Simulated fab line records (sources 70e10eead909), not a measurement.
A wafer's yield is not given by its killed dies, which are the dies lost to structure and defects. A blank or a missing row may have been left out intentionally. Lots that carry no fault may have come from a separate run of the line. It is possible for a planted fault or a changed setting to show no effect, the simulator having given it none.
The tool behind it: which one?	flow nandHarc	14 lots with 42 wafers sampled at 5 steps, on a route of 1159 steps

WHAT THE GAUGES READ, wafer by wafer
NHARC_A_BLC_CD_MEAS_19.
lot	measured	on	cdNm (nm)
L832	day 17 13:19	cdSem-03	95.0 99.6 103.1
L836	day 17 15:39	cdSem-01	92.3 100.8 94.8
L833	day 17 18:57	cdSem-03	103.8 105.0 99.4
L834	day 17 20:41	cdSem-01	98.3 100.3 99.1
L838	day 19 18:30	cdSem-02	97.9 97.3 98.1
L842	day 19 21:04	cdSem-03	98.5 99.0 94.9
L843	day 19 22:13	cdSem-02	95.9 98.8 94.7
L844	day 20 00:30	cdSem-03	92.6 96.9 99.8
L841	day 20 01:56	cdSem-02	96.6 99.1 94.9
L846	day 20 15:43	cdSem-01	103.8 101.5 98.0
L850	day 22 06:54	cdSem-02	99.6 100.2 95.3
L851	day 22 13:49	cdSem-02	99.7 96.0 97.8
L855	day 23 02:32	cdSem-03	98.1 103.0 95.3
L854	day 23 09:49	cdSem-02	101.7 98.5 102.8

NHARC_END_SORT_01.
lot	measured	on	killedAtArray	killedAtOther	killedAtPeriphery	killedDies	killedOpen	killedShort
L832	day 19 15:27	prober-01	24 21 18	0 0 0	0 4 4	24 25 22	3 5 2	2 2 0
L836	day 20 00:04	prober-01	15 18 15	0 0 0	7 6 5	22 24 20	1 5 2	6 2 6
L833	day 19 22:42	prober-02	14 14 11	1 0 0	4 5 6	19 19 17	3 6 3	6 1 5
L834	day 20 04:05	prober-02	29 20 24	0 2 2	12 7 10	41 29 36	3 2 4	3 0 1
L838	day 22 05:55	prober-02	29 28 34	0 1 3	0 4 3	29 33 40	3 7 5	3 2 3
L842	day 21 22:07	prober-02	33 39 26	1 0 0	3 5 4	37 44 30	6 5 4	3 1 2
L843	day 21 22:11	prober-01	35 50 37	2 0 0	3 4 2	40 54 39	3 6 2	4 4 3
L844	day 22 05:56	prober-01	40 27 34	0 0 0	1 3 2	41 30 36	7 4 5	3 0 0
L841	day 22 14:36	prober-02	45 35 58	1 2 0	2 6 2	48 43 60	5 1 6	0 3 5
L846	day 22 21:32	prober-01	11 9 12	1 0 1	1 1 1	13 10 14	0 0 4	4 3 3
L850	day 24 09:49	prober-01	27 33 17	1 2 0	5 3 3	33 38 20	2 3 1	1 1 1
L851	day 24 13:27	prober-02	29 34 46	1 4 6	4 2 3	34 40 55	3 6 3	2 2 1
L855	day 24 21:50	prober-01	18 21 37	3 1 1	3 6 4	24 28 42	3 4 6	2 1 3
L854	day 25 14:41	prober-01	29 23 15	2 2 2	2 3 1	33 28 18	4 3 5	4 1 2

EACH LOT AND THE TOOL THAT RAN IT (in order: tool; ch and the chambers of the sampled wafers; start)
lot	NHARC_A_CONTACT_ETCH_137	NHARC_A_CONTACT_ETCH_138	NHARC_A_BLC_EXPOSE_07
L832	harCapEtch-03 ch 0,1, day 17 05:41	harCapEtch-03 ch 0,1, day 17 05:49	arfiScanner-02 ch 0, day 17 12:01
L836	harCapEtch-03 ch 0,1, day 17 10:41	harCapEtch-03 ch 0,1, day 17 10:52	arfiScanner-02 ch 0, day 17 14:21
L833	harCapEtch-01 ch 0,1, day 17 11:52	harCapEtch-01 ch 0,1, day 17 12:00	arfiScanner-03 ch 0, day 17 17:40
L834	harCapEtch-01 ch 0,1, day 17 15:42	harCapEtch-01 ch 0,1, day 17 15:50	arfiScanner-01 ch 0, day 17 19:23
L838	harCapEtch-02 ch 0,1, day 19 08:37	harCapEtch-02 ch 0,1, day 19 08:44	arfiScanner-02 ch 0, day 19 15:38
L842	harCapEtch-01 ch 0,1, day 19 15:30	harCapEtch-01 ch 0,1, day 19 15:37	arfiScanner-02 ch 0, day 19 19:46
L843	harCapEtch-01 ch 0,1, day 19 16:55	harCapEtch-01 ch 0,1, day 19 17:02	arfiScanner-02 ch 0, day 19 20:45
L844	harCapEtch-03 ch 0,1, day 19 19:31	harCapEtch-03 ch 0,1, day 19 19:38	arfiScanner-02 ch 0, day 19 23:13
L841	harCapEtch-01 ch 1, day 19 20:11	harCapEtch-01 ch 1, day 19 20:18	arfiScanner-01 ch 0, day 20 00:31
L846	harCapEtch-03 ch 0,1, day 20 06:08	harCapEtch-03 ch 0,1, day 20 06:15	arfiScanner-01 ch 0, day 20 14:17
L850	harCapEtch-01 ch 0,1, day 21 15:20	harCapEtch-01 ch 0,1, day 21 15:27	arfiScanner-03 ch 0, day 22 05:31
L851	harCapEtch-01 ch 0,1, day 22 04:03	harCapEtch-01 ch 0,1, day 22 04:13	arfiScanner-03 ch 0, day 22 12:32
L855	harCapEtch-01 ch 0,1, day 22 21:34	harCapEtch-01 ch 0,1, day 22 21:41	arfiScanner-03 ch 0, day 23 01:14
L854	harCapEtch-03 ch 0,1, day 23 04:37	harCapEtch-03 ch 0,1, day 23 04:44	arfiScanner-01 ch 0, day 23 08:31
- NHARC_A_CONTACT_ETCH_137: etches the open film in C4F8/O2/Ar, time 132 s, target depth 1287 nm.
- NHARC_A_CONTACT_ETCH_138: etches the open film in C4F8/O2/Ar, time 132 s, target depth 1289 nm.
- NHARC_A_BLC_EXPOSE_07: exposes mask A BLC, target cd 100 nm.

WHAT THE TOOLS THEMSELVES READ (means of the sampled wafers that have a number; where no wafer has one, the mark that the record gives instead)
NHARC_A_BLC_EXPOSE_07.
lot	tool	exposureDoseMJCm2
L832	arfiScanner-02	68.04
L836	arfiScanner-02	68.01
L833	arfiScanner-03	67.96
L834	arfiScanner-01	67.95
L838	arfiScanner-02	65.69
L842	arfiScanner-02	66.23
L843	arfiScanner-02	66.54
L844	arfiScanner-02	66.85
L841	arfiScanner-01	67.86
L846	arfiScanner-01	68.01
L850	arfiScanner-03	67.93
L851	arfiScanner-03	67.88
L855	arfiScanner-03	68.05
L854	arfiScanner-01	67.94

THE ANSWER, worked out from the rows above alone
Rule: what is usual is taken from the lots themselves. The widest of any qualifying gaps counts: lots, ordered by their means at a reading, are off when they make up no more than a third of the lots, leave a main group of 4 or more, and stand apart from it by 3 or more times the standard deviation of that group's means. A main group is skipped when, at the precision printed for the reading in the tables above, its means are all equal. Also off: a lot with no number at a reading for which 4 or more lots have one. Where the step has rows for the other lots, those lots are counted as sound. First the gauges in route order, then the tools' own readings, where a lot's mean is used as printed above. At the first step where some lot is off, the reading lying furthest off is the one used; lots without a number count as furthest.
Off at NHARC_A_BLC_EXPOSE_07 (exposureDoseMJCm2): L838, L842, L843, L844. The main group: mean 67.96, standard deviation 0.061.
If a tool, at that step or one of the process steps before it, ran each lot that is off and ran no sound lot following the first of them, it fits. One fits: NHARC_A_BLC_EXPOSE_07 on arfiScanner-02. A fault onset in the window from L836 (day 17 14:21, its last sound lot) to L838 (day 19 15:38, its first lot off) fits.
The tool's own readings at NHARC_A_BLC_EXPOSE_07 bear it out: on the lots that are off they differ by more than 5 times the standard deviation of the sound lots' means. exposureDoseMJCm2 reads 66.33 there against 67.96 on the sound lots.

WHAT THE SIMULATOR PUT IN
Drift in process parameters on arfiScanner-02 at NHARC_A_BLC_EXPOSE_07, starting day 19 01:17. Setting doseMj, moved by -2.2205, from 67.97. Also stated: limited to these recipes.
Shown lots that were struck: L838, L842, L843, L844. The rule above reached the same finding.
